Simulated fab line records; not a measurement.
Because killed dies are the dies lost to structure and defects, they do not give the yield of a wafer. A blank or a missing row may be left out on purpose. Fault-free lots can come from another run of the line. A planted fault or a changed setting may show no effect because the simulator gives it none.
Split-lot study | flow n5 finfet | on a route of 1938 steps: 7 lots, 21 wafers read

## SPLIT DETAILS
At N5_DUMMY_GATE_COAT_09 (resist thk 30 nm), the setting spin rpm was moved away from the recipe's 1500 rpm on 8 of the 21 wafers read, by -10.8% to +6.2%. All remaining wafers had this setting at the recipe value.

## FROM THE SPLIT TO THE READING: what the file shows between them, 7 steps
- N5_DUMMY_GATE_EBR_11
- N5_DUMMY_GATE_SOFTBAKE_10: time 60 s
- N5_DUMMY_GATE_EXPOSE_12: exposes mask GATE, target cd 25 nm
- N5_DUMMY_GATE_PEB_13: peb time 60 s
- N5_DUMMY_GATE_DEVELOP_14: develop time 30 s
- N5_DUMMY_GATE_DESCUM_20: chemistry O2, time 6.2 s
- N5_DUMMY_GATE_ETCH_29: etches underlayer in N2/H2, target depth 13 nm

## THE READING
CAR-EUV_of_DUMMY_GATE_COAT_09.thk nm (the simulator's own value, which no gauge read), in nm, at N5_DUMMY_GATE_ETCH_36 (etches SiARC in CF4, target depth 13 nm). There is no usual value for it anywhere in the file. The 13 wafers here that ran the recipe average 11.5 nm, standard deviation 0.31 nm.

wafer  | tool, chamber at the split | spin rpm as run, rpm | against the recipe | CAR-EUV_of_DUMMY_GATE_COAT_09.thk nm, nm | against lot-mates on the recipe
L079.4 | litho track-03, 0          | 1500                 | recipe             | 11                                       | -
L079.5 | litho track-03, 0          | 1421                 | -5.3%              | 12.4                                     | +1.4
L079.6 | litho track-03, 0          | 1421                 | -5.3%              | 13                                       | +2.0
L089.1 | litho track-05, 0          | 1500                 | recipe             | 11.2                                     | -
L089.2 | litho track-05, 0          | 1500                 | recipe             | 11.6                                     | -
L089.3 | litho track-05, 0          | 1500                 | recipe             | 11.8                                     | -
L090.1 | litho track-03, 0          | 1593                 | +6.2%              | 10.6                                     | -1.2
L090.2 | litho track-03, 0          | 1593                 | +6.2%              | 9.8                                      | -2.0
L090.3 | litho track-03, 0          | 1500                 | recipe             | 11.8                                     | -
L091.2 | litho track-05, 0          | 1500                 | recipe             | 11.6                                     | -
L091.4 | litho track-05, 0          | 1500                 | recipe             | 11.2                                     | -
L091.6 | litho track-05, 0          | 1500                 | recipe             | 11.4                                     | -
L092.1 | litho track-05, 0          | 1500                 | recipe             | 11.2                                     | -
L092.2 | litho track-05, 0          | 1500                 | recipe             | 11.6                                     | -
L092.4 | litho track-05, 0          | 1500                 | recipe             | 12                                       | -
L093.3 | litho track-05, 0          | 1500                 | recipe             | 12                                       | -
L093.5 | litho track-05, 0          | 1500                 | recipe             | 11.4                                     | -
L093.6 | litho track-05, 0          | 1338                 | -10.8%             | 13.6                                     | +1.9
L095.2 | litho track-03, 0          | 1355                 | -9.7%              | 12.6                                     | no lot-mate on the recipe
L095.3 | litho track-03, 0          | 1355                 | -9.7%              | 13.4                                     | no lot-mate on the recipe
L095.4 | litho track-03, 0          | 1355                 | -9.7%              | 13.4                                     | no lot-mate on the recipe

FIT RESULTS
A straight line over all 21 wafers: CAR-EUV_of_DUMMY_GATE_COAT_09.thk nm changes by -0.187 nm for each +1% of spin rpm; r = -0.93; the points scatter about the line by 0.36 nm.
The same after taking each lot's own level away (the mean of its wafers on the recipe; 18 wafers): -0.234 nm for each +1%; r = -0.93; scatter 0.37 nm.
The reading moves by 2.5 nm for the largest change in spin rpm, on that fit.
The span of the lots' own levels, 11.00 to 11.80 nm, comes to 2.6 times the standard deviation stated above.
Thus the slope moves with the lot-to-lot level: the two fits are different.
Check: with one of the wafers moved furthest among these (-10.8%) left out of the fit, the line predicts +3.13 nm for it against its lot-mates. It came out at +1.9 nm against them.

## OTHER SPLITS ON THESE WAFERS
These wafers also went through other splits before the reading. Each is held against what the fit with the lots' levels taken away leaves over:
other split on the same wafers    | wafers away from the commonest value | r with CAR-EUV_of_DUMMY_GATE_COAT_09.thk nm (lot level and that fit taken away)
N5_WELL_APT_COAT_02 spin rpm      | 8                                    | -0.36
N5_FIN_SAQP_PECVD_48 time s       | 8                                    | +0.27
N5_FIN_SAQP_ETCH_52 source w      | 5                                    | +0.26
N5_FIN_SAQP_SPACER1_ALD_24 temp c | 9                                    | -0.32

## THE WHOLE CHAIN: every reading that the file lists as answering this split, in the file's order
step                     | what it does                                   | reading                                                                               | change (the file's fit)               | r (the file's)
N5_DUMMY_GATE_COAT_09    | resist thk 30 nm                               | CAR-EUV_of_DUMMY_GATE_COAT_09.thk nm (the simulator's own value, which no gauge read) | -0.148 nm for each +1% of the setting | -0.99
N5_DUMMY_GATE_DEVELOP_14 | develop time 30 s                              | CAR-EUV_of_DUMMY_GATE_COAT_09.thk nm (the simulator's own value, which no gauge read) | -0.157 nm for each +1% of the setting | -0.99
N5_DUMMY_GATE_ETCH_29    | etches underlayer in N2/H2, target depth 13 nm | CAR-EUV_of_DUMMY_GATE_COAT_09.thk nm (the simulator's own value, which no gauge read) | -0.194 nm for each +1% of the setting | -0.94
N5_DUMMY_GATE_ETCH_36    | etches SiARC in CF4, target depth 13 nm        | CAR-EUV_of_DUMMY_GATE_COAT_09.thk nm (the simulator's own value, which no gauge read) | -0.215 nm for each +1% of the setting | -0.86

## THE FILE'S OWN FIT
CAR-EUV_of_DUMMY_GATE_COAT_09.thk nm changes by -0.215 nm for each +1% of spin rpm, r = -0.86.
